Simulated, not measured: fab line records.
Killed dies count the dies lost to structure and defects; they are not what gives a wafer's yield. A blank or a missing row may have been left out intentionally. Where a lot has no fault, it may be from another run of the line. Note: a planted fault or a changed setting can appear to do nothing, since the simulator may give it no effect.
Which tool was responsible?	flow nand_harc	6 lots with 18 wafers sampled at 5 steps, on a route of 1302 steps

== WHAT THE GAUGES SHOWED, per wafer ==
NHARC_END_SORT_01.
lot	measured	on	sort_bin_2_pct (%)
L189	day 24 20:43	prober-01	2.7 2.1 1.2
L190	day 27 07:40	prober-01	4.4 3.5 3.2
L195	day 27 20:23	prober-02	1.5 1.6 1.6
L196	day 28 18:16	prober-01	4.0 4.0 4.9
L199	day 29 06:59	prober-02	4.1 93.5 3.7
L210	day 34 06:31	prober-01	1.6 1.8 2.7

== TOOL THAT RAN EACH LOT (tool first, then ch and the chambers of the sampled wafers, then the start) ==
lot	NHARC_A_M1_PVD_21	NHARC_THIN_TSV_DEP_47	NHARC_THIN_TSV_DEGAS_53	NHARC_THIN_TSV_ETCH_59
L189	pvd_sputter-01, day 23 09:23	pecvd-01 ch 0,2, day 24 07:21	pvd_sputter-03, day 24 10:25	rie_metal-02 ch 0,1, day 24 11:50
L190	pvd_sputter-02, day 24 08:29	pecvd-03 ch 0,1,2, day 26 08:22	pvd_sputter-02, day 26 11:20	rie_metal-01 ch 0,1, day 26 12:46
L195	pvd_sputter-03, day 25 17:15	pecvd-03 ch 1,2, day 26 16:21	pvd_sputter-02, day 26 19:14	rie_metal-01 ch 1, day 26 20:32
L196	pvd_sputter-03, day 27 03:42	pecvd-01 ch 0,1,2, day 28 04:41	pvd_sputter-03, day 28 08:08	rie_metal-02 ch 1, day 28 09:28
L199	pvd_sputter-03, day 27 17:39	pecvd-01 ch 0,2, day 28 14:31	pvd_sputter-03, day 28 17:26	rie_metal-01 ch 1, day 28 18:44
L210	pvd_sputter-03, day 32 21:00	pecvd-03 ch 0,1,2, day 33 18:39	pvd_sputter-02, day 33 21:35	rie_metal-02 ch 0,1, day 33 23:02
- NHARC_A_M1_PVD_21: deposits Cu, target thk 30 nm, time 20.49 s.
- NHARC_THIN_TSV_DEP_47: deposits SiO2, target thk 200 nm.
- NHARC_THIN_TSV_DEGAS_53: time 60 s.
- NHARC_THIN_TSV_ETCH_59: etches the open film in Cl2/BCl3, target depth 880 nm, time 138.1 s.

== THE ANSWER, worked out from the rows above alone ==
Rule: what is usual is taken from the lots themselves. Put in order of their means at a reading, lots are off if they are a third of the lots or fewer, leave a main group of 4 or more, and stand apart from it by a gap of 3 or more times the standard deviation of the main group's means; of several such gaps the widest counts. A main group whose means are all the same, to the digits that the tables above print for the reading, isn't used. A lot without any number at a reading at which 4 lots or more have one is off too. The other lots that the step has rows for count as sound.
Off: L199 (NHARC_END_SORT_01, sort_bin_2_pct). The main group: mean 2.7 %, standard deviation 1.1.
If a tool, at a process step before that reading, ran all the lots that are off and no sound lot after the first of them, it fits. The gauges at NHARC_END_SORT_01 are tried like those tools. Can't be told from this: 4 tools fit, pecvd-01 at NHARC_THIN_TSV_DEP_47, pvd_sputter-03 at NHARC_THIN_TSV_DEGAS_53, rie_metal-01 at NHARC_THIN_TSV_ETCH_59, prober-02 at NHARC_END_SORT_01.

== WHAT WAS PUT IN BY THE SIMULATOR ==
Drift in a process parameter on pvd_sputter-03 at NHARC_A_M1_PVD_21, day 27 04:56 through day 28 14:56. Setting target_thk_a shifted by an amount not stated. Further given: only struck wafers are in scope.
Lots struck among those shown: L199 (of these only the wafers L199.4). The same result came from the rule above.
